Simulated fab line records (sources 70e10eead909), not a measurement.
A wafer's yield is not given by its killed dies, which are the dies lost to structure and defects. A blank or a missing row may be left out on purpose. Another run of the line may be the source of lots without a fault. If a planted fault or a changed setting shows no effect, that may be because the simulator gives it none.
fab line records | flow nand_harc
record: lots: 5 | wafers: 15 | last_day: 24
route steps=1159 shown A_STAIRCASE@574 END@1159
lots that met no fault: from a run of the same line without faults
start_h: hours from the record's opening day to when the first of the lot's shown wafers began | wait_h: time in hours since the lot's previous step | " same as the row above | L1.1+2: a single row standing in for several wafers | - no value present, or no start provided | * or withheld: withheld | < > ~ a bound
route shown NAME@n: NAME is a module with steps in the file, n the number in the route of the first one | usual: average and standard deviation across the fault-free wafers | same: alike in all rows | chamber/n: place in a boat | sites: each site's reading | _std_site: their standard deviation | _edge_site: outer sites' mean less inner sites' | radius_mm: how far each site lies from the wafer's centre | mask NAME#n: copy n | behind: the most recent tool/chamber to have shaped the wafer | hold: why the lot was held/for how many hours/how that ended | device: the transistor (n, p or np) that didn't switch | end of line: the route-end tests of the same wafers | a step given without rows: its recipe and nothing more | killed: at the first sort, the dies lost to defects and structure; wafer yield is something else | map: a wafer's dies, marking killed ones x, the rest . and places with no die _
set.NAME: the setting the step ran with; set.NAME@STEP: the setting that earlier step ran with | model.NAME: the simulator's own value behind a step, which no gauge read
lots at selected steps of the route; one table per step, one row per wafer
services: from which hour (start_h, from the record's first day; less than 0 if before it) a tool's chamber was out of use, for how many hours, and why
== steps ==
step: NHARC_A_STAIRCASE_EBR_180
step: NHARC_A_STAIRCASE_EXPOSE_181
recipe: na: 0.5 | dose_mj: 27.87 | mask_id: STAIR_2
step: NHARC_A_STAIRCASE_PEB_182
recipe: peb_temp_c: 115 | peb_time_s: 130
step: NHARC_A_STAIRCASE_DEVELOP_183
recipe: time_s: 140
step: NHARC_A_STAIRCASE_HARDBAKE_185
recipe: temp_c: 120 | time_s: 140
step: NHARC_A_STAIRCASE_DESCUM_186
recipe: time_s: 3 | o2_flow_sccm: 200 | ar_flow_sccm: 0 | bias_power_w: 0 | chemistry: O2
usual: drypump_motor_current_A: 5.7/0.45 | mfc_ar_sccm: 0.008/0.01 | oes_product_au: 1.004/0.0089 | rf_vpp_V: 57.9/0.79 | showerhead_plenum_p_Torr: 1.93/0.061 | throttle_valve_pct: 11.312/0.0087
lot.wafer | tool        | chamber | start_h | wait_h | drypump_motor_current_A | mfc_ar_sccm | oes_product_au | rf_hours_counter_h | rf_vpp_V | showerhead_plenum_p_Torr | throttle_valve_pct
L876.4    | rie_diel-04 | 2       | 250.96  | -      | 5.6                     | 0           | 1.011          | 46                 | 56.8     | 2.00                     | 11.313
L876.3    | "           | 0       | "       | "      | 5.8                     | 0.013       | 0.998          | 49                 | 58.2     | 1.99                     | 11.310
L876.5    | "           | 3       | "       | "      | 6.0                     | 0           | 1.026          | -                  | 57.8     | 1.90                     | 11.288
L885.4    | rie_diel-11 | 2       | 291.90  | -      | 5.9                     | 0           | 1.008          | 32                 | 58.3     | 1.97                     | 11.310
L885.6    | "           | 3       | "       | "      | 5.0                     | 0.011       | 1.007          | -                  | 57.0     | 1.89                     | 11.326
L885.5    | "           | 0       | "       | "      | 6.0                     | 0.001       | 1.011          | -                  | 59.6     | 1.91                     | 11.313
L888.3    | rie_diel-04 | 3       | 311.36  | -      | 6.1                     | 0           | 0.996          | 5                  | 56.9     | 1.90                     | 11.314
L888.4    | "           | 1       | "       | "      | 5.2                     | 0.023       | 1.008          | 4                  | 58.6     | 2.00                     | 11.313
L888.5    | "           | 0       | "       | "      | 5.7                     | 0.013       | 0.998          | -                  | 58.9     | 1.98                     | 11.320
L889.3    | rie_diel-09 | 0       | 332.09  | -      | 5.5                     | 0.002       | 1.012          | 27                 | 58.5     | 2.00                     | 11.309
L889.4    | "           | 1       | "       | "      | 6.7                     | 0.005       | 0.982          | 25                 | 57.7     | 2.00                     | 11.315
L889.2    | "           | 3       | "       | "      | 5.7                     | 0.033       | 1.007          | 26                 | 57.3     | 1.84                     | 11.309
L898.4    | rie_diel-09 | 1       | 368.08  | -      | 6.7                     | 0.005       | 0.986          | 37                 | 58.5     | 2.00                     | 11.310
L898.6    | "           | 1       | "       | "      | 6.7                     | 0.005       | 1.000          | -                  | 58.0     | 2.00                     | 11.293
L898.5    | "           | 2       | "       | "      | 5.4                     | 0.020       | 0.995          | -                  | 58.0     | 1.92                     | 11.305
step: NHARC_A_STAIRCASE_TRIM_187
recipe: time_s: 211.2 | o2_flow_sccm: 500 | ar_flow_sccm: 0 | bias_w: 0 | chemistry: O2
step: NHARC_A_STAIRCASE_ETCH_188
recipe: target_depth_a: 1000 | time_s: 40.5 | ion_energy_ev: 400 | c4f8_flow_sccm: 20 | o2_flow_sccm: 10 | ar_flow_sccm: withheld | rf_w: 600 | bias_w: 1000 | chemistry: C4F8/O2
step: NHARC_A_STAIRCASE_TRIM_189
recipe: time_s: 211.2 | o2_flow_sccm: 500 | ar_flow_sccm: 0 | bias_w: 0 | chemistry: O2
usual: drypump_motor_current_A: 5.7/0.45 | mfc_ar_sccm: 0.008/0.01 | oes_product_au: 1.003/0.0087 | rf_vpp_V: 57.8/0.93 | showerhead_plenum_p_Torr: 3.56/0.1 | throttle_valve_pct: 17.037/0.0093
same: bias_w: 0
lot.wafer | tool        | chamber | start_h | wait_h | drypump_motor_current_A | mfc_ar_sccm | oes_product_au | rf_hours_counter_h | rf_vpp_V | showerhead_plenum_p_Torr | throttle_valve_pct
L876.4    | rie_diel-04 | 1       | -       | -      | 5.2                     | 0.023       | 0.990          | 47                 | 57.0     | 3.69                     | 17.037
L876.3    | "           | 2       | "       | "      | 5.6                     | 0           | 1.015          | 46                 | 56.8     | 3.68                     | 17.033
L876.5    | "           | 0       | "       | "      | 5.7                     | 0.013       | 0.992          | -                  | 57.9     | 3.65                     | 17.046
L885.4    | rie_diel-11 | 3       | -       | -      | 5.0                     | 0.011       | 0.993          | 35                 | 57.0     | 3.49                     | 17.045
L885.5    | "           | 1       | "       | "      | 5.3                     | 0           | 1.012          | -                  | 57.0     | 3.36                     | 17.034
L885.6    | "           | 2       | "       | "      | 6.0                     | 0           | 0.994          | -                  | 58.5     | 3.63                     | 17.030
L888.3    | rie_diel-04 | 3       | -       | -      | 6.1                     | 0           | 1.002          | 6                  | 58.9     | 3.50                     | 17.030
L888.4    | "           | 0       | "       | "      | 5.8                     | 0.013       | 1.008          | 6                  | 56.7     | 3.64                     | 17.048
L888.5    | "           | 2       | "       | "      | 5.6                     | 0           | 1.002          | -                  | 58.5     | 3.67                     | 17.033
L889.4    | rie_diel-09 | 2       | -       | -      | 5.4                     | 0.020       | 0.999          | 24                 | 58.0     | 3.55                     | 17.058
L889.2    | "           | 3       | "       | "      | 5.7                     | 0.033       | 1.015          | 26                 | 56.3     | 3.40                     | 17.032
L889.3    | "           | 0       | "       | "      | 5.5                     | 0.002       | 1.015          | 27                 | 58.2     | 3.68                     | 17.034
L898.4    | rie_diel-09 | 3       | -       | -      | 5.7                     | 0.033       | 1.012          | 37                 | 59.7     | 3.40                     | 17.047
L898.6    | "           | 1       | "       | "      | 6.7                     | 0.005       | 0.987          | -                  | 56.9     | 3.67                     | 17.036
L898.5    | "           | 2       | "       | "      | 5.4                     | 0.020       | 1.000          | -                  | 57.1     | 3.55                     | 17.037
step: NHARC_A_STAIRCASE_ETCH_190
recipe: target_depth_a: 1000 | time_s: 40.5 | ion_energy_ev: 400 | c4f8_flow_sccm: 20 | o2_flow_sccm: 10 | ar_flow_sccm: withheld | rf_w: 600 | bias_w: 1000 | chemistry: C4F8/O2
usual: bias_w: 1000/3.1 | oes_product_au: 0.943/0.011 | rf_fwd_power_W: 593.3/2.8 | rf_vpp_V: 897/4
lot.wafer | tool        | chamber | start_h | wait_h | bias_w | oes_product_au | rf_fwd_power_W | rf_hours_counter_h | rf_vpp_V
L876.3    | rie_diel-04 | 1       | -       | -      | 1000   | 0.930          | 590.8          | 47                 | 903
L876.4    | "           | 2       | "       | "      | 998    | 0.949          | 593.8          | 46                 | 902
L876.5    | "           | 0       | "       | "      | 1000   | 0.938          | 592.9          | -                  | 901
L885.4    | rie_diel-11 | 0       | -       | -      | 996    | 0.954          | 594.4          | 37                 | 896
L885.6    | "           | 3       | "       | "      | 1000   | 0.938          | 593.6          | -                  | 894
L885.5    | "           | 0       | "       | "      | 997    | 0.947          | 596.9          | -                  | 896
L888.4    | rie_diel-04 | 2       | -       | -      | 999    | 0.932          | 594.8          | 6                  | 901
L888.3    | "           | 0       | "       | "      | 1003   | 0.945          | 589.9          | 6                  | 900
L888.5    | "           | 2       | "       | "      | 998    | 0.938          | 595.5          | -                  | 900
L889.2    | rie_diel-09 | 0       | -       | -      | 1000   | 0.957          | 594.8          | 28                 | 901
L889.4    | "           | 2       | "       | "      | 1000   | 0.935          | 596.9          | 24                 | 898
L889.3    | "           | 3       | "       | "      | 1001   | 0.960          | 592.0          | 26                 | 894
L898.4    | rie_diel-09 | 0       | -       | -      | 1003   | 0.956          | 590.9          | 39                 | 903
L898.5    | "           | 3       | "       | "      | 996    | 0.962          | 592.9          | -                  | 891
L898.6    | "           | 0       | "       | "      | 1006   | 0.963          | 588.6          | -                  | 903
step: NHARC_A_STAIRCASE_TRIM_191
recipe: time_s: 211.2 | o2_flow_sccm: 500 | ar_flow_sccm: 0 | bias_w: 0 | chemistry: O2
usual: drypump_motor_current_A: 5.7/0.44 | mfc_ar_sccm: 0.008/0.01 | oes_product_au: 1.003/0.0094 | rf_vpp_V: 57.9/0.95 | showerhead_plenum_p_Torr: 3.56/0.11 | throttle_valve_pct: 17.035/0.0092
same: bias_w: 0
lot.wafer | tool        | chamber | start_h | wait_h | drypump_motor_current_A | mfc_ar_sccm | oes_product_au | rf_hours_counter_h | rf_vpp_V | showerhead_plenum_p_Torr | throttle_valve_pct
L876.4    | rie_diel-04 | 3       | -       | -      | 6.1                     | 0           | 1.029          | 50                 | 57.6     | 3.51                     | 17.038
L876.3    | "           | 0       | "       | "      | 5.8                     | 0.013       | 0.994          | 49                 | 59.7     | 3.66                     | 17.040
L876.5    | "           | 2       | "       | "      | 5.6                     | 0           | 1.018          | -                  | 57.8     | 3.68                     | 17.052
L885.4    | rie_diel-11 | 1       | -       | -      | 5.3                     | 0           | 1.004          | 35                 | 59.2     | 3.36                     | 17.036
L885.6    | "           | 1       | "       | "      | 5.4                     | 0           | 1.003          | -                  | 57.4     | 3.36                     | 17.036
L885.5    | "           | 2       | "       | "      | 6.0                     | 0           | 1.008          | -                  | 58.1     | 3.63                     | 17.037
L888.4    | rie_diel-04 | 3       | -       | -      | 6.0                     | 0           | 0.998          | 6                  | 56.7     | 3.50                     | 17.039
L888.3    | "           | 1       | "       | "      | 5.2                     | 0.023       | 1.005          | 4                  | 58.9     | 3.68                     | 17.028
L888.5    | "           | 0       | "       | "      | 5.8                     | 0.013       | 1.002          | -                  | 58.1     | 3.64                     | 17.037
L889.2    | rie_diel-09 | 0       | -       | -      | 5.5                     | 0.002       | 1.011          | 28                 | 58.1     | 3.68                     | 17.040
L889.3    | "           | 1       | "       | "      | 6.7                     | 0.005       | 0.988          | 26                 | 59.1     | 3.68                     | 17.044
L889.4    | "           | 2       | "       | "      | 5.4                     | 0.020       | 1.007          | 24                 | 58.5     | 3.55                     | 17.041
L898.4    | rie_diel-09 | 0       | -       | -      | 5.5                     | 0.002       | 1.009          | 39                 | 58.2     | 3.68                     | 17.029
L898.5    | "           | 3       | "       | "      | 5.7                     | 0.033       | 0.999          | -                  | 55.8     | 3.40                     | 17.030
L898.6    | "           | 0       | "       | "      | 5.5                     | 0.002       | 1.016          | -                  | 56.8     | 3.68                     | 17.052
step: NHARC_A_STAIRCASE_ETCH_192
recipe: target_depth_a: 1000 | time_s: 40.5 | ion_energy_ev: 400 | c4f8_flow_sccm: 20 | o2_flow_sccm: 10 | ar_flow_sccm: withheld | rf_w: 600 | bias_w: 1000 | chemistry: C4F8/O2
usual: bias_w: 999.7/2.8 | oes_product_au: 0.944/0.013 | rf_fwd_power_W: 593.5/2.5 | rf_vpp_V: 897/4
lot.wafer | tool        | chamber | start_h | wait_h | bias_w | oes_product_au | rf_fwd_power_W | rf_hours_counter_h | rf_vpp_V
L876.4    | rie_diel-04 | 2       | 251.76  | -      | 1002.9 | 0.943          | 595.2          | 46                 | 901
L876.3    | "           | 3       | "       | "      | 1001.8 | 0.963          | 590.9          | 50                 | 894
L876.5    | "           | 1       | "       | "      | 998.1  | 0.942          | 589.1          | -                  | 902
L885.4    | rie_diel-11 | 2       | 294.11  | -      | 998.9  | 0.939          | 596.2          | 34                 | 900
L885.6    | "           | 3       | "       | "      | 1000.3 | 0.947          | 594.5          | -                  | 895
L885.5    | "           | 0       | "       | "      | 1000.5 | 0.931          | 597.0          | -                  | 895
L888.3    | rie_diel-04 | 3       | 312.16  | -      | 999.4  | 0.846          | 494.4          | 6                  | 896
L888.4    | "           | 0       | "       | "      | 999.7  | 0.933          | 592.1          | 6                  | 901
L888.5    | "           | 3       | "       | "      | 997.1  | 0.845          | 496.7          | -                  | 896
L889.2    | rie_diel-09 | 1       | 332.80  | -      | 1000.1 | 0.927          | 594.9          | 26                 | 902
L889.4    | "           | 2       | "       | "      | 996.2  | 0.941          | 598.4          | 24                 | 896
L889.3    | "           | 3       | "       | "      | 1003.6 | 0.943          | 598.7          | 26                 | 892
L898.4    | rie_diel-09 | 0       | 368.93  | -      | 1003.0 | 0.941          | 590.1          | 39                 | 902
L898.6    | "           | 2       | "       | "      | 1001.2 | 0.930          | 595.6          | -                  | 897
L898.5    | "           | 3       | "       | "      | 998.6  | 0.937          | 595.5          | -                  | 890
step: NHARC_A_STAIRCASE_TRIM_193
recipe: time_s: 211.2 | o2_flow_sccm: 500 | ar_flow_sccm: 0 | bias_w: 0 | chemistry: O2
usual: drypump_motor_current_A: 5.7/0.46 | mfc_ar_sccm: 0.008/0.01 | oes_product_au: 1.003/0.0089 | rf_vpp_V: 57.8/0.81 | showerhead_plenum_p_Torr: 3.56/0.11 | throttle_valve_pct: 17.036/0.0082
same: bias_w: 0
lot.wafer | tool        | chamber | start_h | wait_h | drypump_motor_current_A | mfc_ar_sccm | oes_product_au | rf_hours_counter_h | rf_vpp_V | showerhead_plenum_p_Torr | throttle_valve_pct
L876.4    | rie_diel-04 | 0       | -       | -      | 5.8                     | 0.013       | 1.006          | 49                 | 58.3     | 3.65                     | 17.025
L876.3    | "           | 3       | "       | "      | 6.1                     | 0           | 1.016          | 50                 | 57.1     | 3.51                     | 17.036
L876.5    | "           | 1       | "       | "      | 5.2                     | 0.023       | 0.993          | -                  | 56.9     | 3.69                     | 17.026
L885.4    | rie_diel-11 | 0       | -       | -      | 6.0                     | 0.001       | 1.006          | 38                 | 57.9     | 3.52                     | 17.041
L885.6    | "           | 3       | "       | "      | 5.0                     | 0.011       | 1.001          | -                  | 58.1     | 3.49                     | 17.041
L885.5    | "           | 0       | "       | "      | 6.0                     | 0.001       | 1.018          | -                  | 57.8     | 3.52                     | 17.030
L888.3    | rie_diel-04 | 2       | -       | -      | 5.6                     | 0           | 1.002          | 6                  | 57.8     | 3.67                     | 17.045
L888.4    | "           | 3       | "       | "      | 6.1                     | 0           | 0.999          | 6                  | 57.1     | 3.50                     | 17.018
L888.5    | "           | 3       | "       | "      | 6.1                     | 0           | 0.986          | -                  | 57.8     | 3.50                     | 17.042
L889.4    | rie_diel-09 | 1       | -       | -      | 6.8                     | 0.005       | 0.981          | 26                 | 58.3     | 3.68                     | 17.043
L889.3    | "           | 2       | "       | "      | 5.4                     | 0.020       | 1.001          | 24                 | 57.4     | 3.55                     | 17.033
L889.2    | "           | 3       | "       | "      | 5.7                     | 0.033       | 1.018          | 26                 | 58.1     | 3.41                     | 17.037
L898.4    | rie_diel-09 | 2       | -       | -      | 5.4                     | 0.020       | 0.998          | 36                 | 57.2     | 3.55                     | 17.045
L898.5    | "           | 1       | "       | "      | 6.8                     | 0.005       | 0.997          | -                  | 57.8     | 3.67                     | 17.038
L898.6    | "           | 2       | "       | "      | 5.4                     | 0.020       | 0.995          | -                  | 57.3     | 3.55                     | 17.036
step: NHARC_END_SORT_01
recipe: temp_c: 25
usual: killed_at_array: 27/8.8 | killed_at_other: 0.4/0.82 | killed_at_periphery: 3.1/2.1 | killed_dies: 31/8.8 | killed_open: 3.3/2 | killed_short: 2.0/1.4
same: gross_dies: 677
lot.wafer | tool      | chamber | start_h | wait_h | killed_at_array | killed_at_other | killed_at_periphery | killed_dies | killed_open | killed_short
L885.4    | prober-02 | 0       | 494.41  | 3.4    | 31              | 1               | 8                   | 40          | 7           | 2
L885.5    | prober-02 | 0       | 495.22  | 3.7    | 36              | 2               | 1                   | 39          | 1           | 1
L885.6    | prober-02 | 0       | 496.02  | 4.0    | 32              | 1               | 5                   | 38          | 3           | 2
L888.3    | prober-02 | 0       | 506.97  | 3.1    | 28              | 4               | 3                   | 35          | 7           | 1
L888.4    | prober-02 | 0       | 507.76  | 3.4    | 19              | 0               | 2                   | 21          | 1           | 1
L888.5    | prober-02 | 0       | 508.55  | 3.7    | 23              | 3               | 3                   | 29          | 1           | 3
L889.2    | prober-01 | 0       | 546.86  | 2.8    | 26              | 1               | 2                   | 29          | 3           | 2
L889.3    | prober-01 | 0       | 547.67  | 3.1    | 37              | 0               | 2                   | 39          | 3           | 2
L889.4    | prober-01 | 0       | 548.48  | 3.4    | 37              | 0               | 2                   | 39          | 3           | 2
killed by level:class
L885.4 A_CHANNEL_HOLE_D1:chamber_film_flake=15 P_BONDPAD:chamber_film_flake=4 A_BONDPAD:chamber_film_flake=4 A_M0:geometric_particle:open=2 P_ZERO_WELL:chamber_film_flake=2 A_STAIRCASE:chamber_film_flake=2 A_CONTACT:chamber_film_flake=2 P_CONTACT:geometric_particle:open=1
L885.5 A_CHANNEL_HOLE_D1:chamber_film_flake=23 A_STAIRCASE:chamber_film_flake=4 A_SGD_CUT:chamber_film_flake=3 A_CONTACT:chamber_film_flake=2 THIN_TSV:chamber_film_flake=2 A_CHANNEL_FILL_D1:geometric_particle:open=1 A_WL_FILL:geometric_particle:short=1 P_BONDPAD:chamber_film_flake=1
L885.6 A_CHANNEL_HOLE_D1:chamber_film_flake=16 A_CONTACT:chamber_film_flake=5 A_BONDPAD:chamber_film_flake=5 P_BONDPAD:chamber_film_flake=3 P_M0:geometric_particle:open=2 A_SOURCE_PLATE:geometric_particle:short=1 A_CONTACT:geometric_particle:open=1 A_M1:geometric_particle:short=1
L888.3 A_SLIT:chamber_film_flake=11 A_CHANNEL_HOLE_D1:chamber_film_flake=5 A_CONTACT:chamber_film_flake=4 THIN_TSV:chamber_film_flake=3 A_ONON_D1:geometric_particle:open=2 A_CHANNEL_FILL_D1:geometric_particle:open=2 P_CONTACT:geometric_particle:open=1 A_WL_FILL:geometric_particle:open=1
L888.4 A_SLIT:chamber_film_flake=10 A_CONTACT:chamber_film_flake=5 A_CHANNEL_HOLE_D1:chamber_film_flake=3 P_CONTACT:geometric_particle:open=1 A_CHANNEL_HOLE_D1:geometric_particle:short=1 P_GATE:chamber_film_flake=1
L888.5 A_SLIT:chamber_film_flake=11 A_CONTACT:chamber_film_flake=5 A_CHANNEL_HOLE_D1:chamber_film_flake=3 A_ONON_D1:geometric_particle:short=2 P_GATE:chamber_film_flake=2 THIN_TSV:chamber_film_flake=2 P_CONTACT:geometric_particle:open=1 A_CHANNEL_FILL_D1:geometric_particle:short=1
L889.2 A_SLIT:chamber_film_flake=10 A_CHANNEL_HOLE_D1:chamber_film_flake=8 A_CONTACT:chamber_film_flake=3 A_CONTACT:geometric_particle:open=2 A_ONON_D1:geometric_particle:short=1 A_SGD_CUT:geometric_particle:open=1 A_SGD_CUT:geometric_particle:short=1 P_STI:chamber_film_flake=1
L889.3 A_SLIT:chamber_film_flake=12 A_CONTACT:chamber_film_flake=9 A_CHANNEL_HOLE_D1:chamber_film_flake=7 A_ZERO_WELL:chamber_film_flake=4 A_STAIRCASE:chamber_film_flake=2 P_GATE:geometric_particle:open=1 P_CONTACT:geometric_particle:open=1 A_ONON_D1:geometric_particle:open=1
L889.4 A_SLIT:chamber_film_flake=16 A_CHANNEL_HOLE_D1:chamber_film_flake=6 A_CONTACT:chamber_film_flake=6 A_ZERO_WELL:chamber_film_flake=3 A_CONTACT:geometric_particle:open=2 A_SOURCE_PLATE:geometric_particle:open=1 A_SGD_CUT:geometric_particle:short=1 A_WL_FILL:geometric_particle:short=1
== services ==
tool        | chamber | start_h | hours | kind
rie_diel-09 | 0       | 234.58  | -     | clean
rie_diel-09 | 1       | 234.58  | -     | clean
rie_diel-09 | 2       | 234.58  | -     | clean
rie_diel-09 | 3       | 234.58  | -     | clean
rie_diel-09 | 0       | 238.59  | 5.8   | repair
rie_diel-04 | 0       | 243.45  | -     | clean
rie_diel-04 | 1       | 243.45  | -     | clean
rie_diel-04 | 2       | 243.45  | -     | clean
rie_diel-04 | 3       | 243.45  | -     | clean
rie_diel-09 | -       | 254.10  | 9.0   | pm
rie_diel-09 | 0       | 254.10  | 9.0   | vent_cycle
rie_diel-09 | 1       | 254.10  | 9.0   | vent_cycle
rie_diel-09 | 2       | 254.10  | 9.0   | vent_cycle
rie_diel-09 | 3       | 254.10  | 9.0   | vent_cycle
rie_diel-09 | 0       | 263.10  | -     | clean
rie_diel-09 | 1       | 263.10  | -     | clean
rie_diel-09 | 2       | 263.10  | -     | clean
rie_diel-09 | 3       | 263.10  | -     | clean
rie_diel-04 | 1       | 285.68  | 14.8  | repair
rie_diel-04 | -       | 288.90  | 9.0   | pm
rie_diel-09 | -       | 303.60  | 1.2   | repair
rie_diel-11 | 0       | 306.40  | 2.2   | repair
rie_diel-11 | 1       | 352.19  | 8.8   | repair
rie_diel-11 | -       | 367.85  | 9.0   | pm
== key ==
first_sign: step: NHARC_A_STAIRCASE_ETCH_192 | reading: rf_fwd_power_W | direction: down | sigmas: 39 | usual: * | struck: *
effect: step: NHARC_A_STAIRCASE_ETCH_192 | reading: oes_product_au | direction: down | sigmas: 7.7 | usual: 0.944 | struck: 0.845
met_at NHARC_A_STAIRCASE_ETCH_192
struck_wafers L888.3,L888.5
tester_left_out L888
onset_between 251.76 312.16
fault: kind: process_parameter_drift | tool: rie_diel-04 | chamber: 3 | onset_h: 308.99 | steps: NHARC_A_STAIRCASE_ETCH_192 | channel: rf_w | offset: * | shape: step | end_h: 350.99 | acts_in: * | stated: *
tester_left_out: of these lots the tester's yield and bins aren't shown, on N5 and GAA mostly nor the transistor test; their killed dies are dies lost to structure and defects alone, not to doping, threshold or leakage, so they don't give the yield
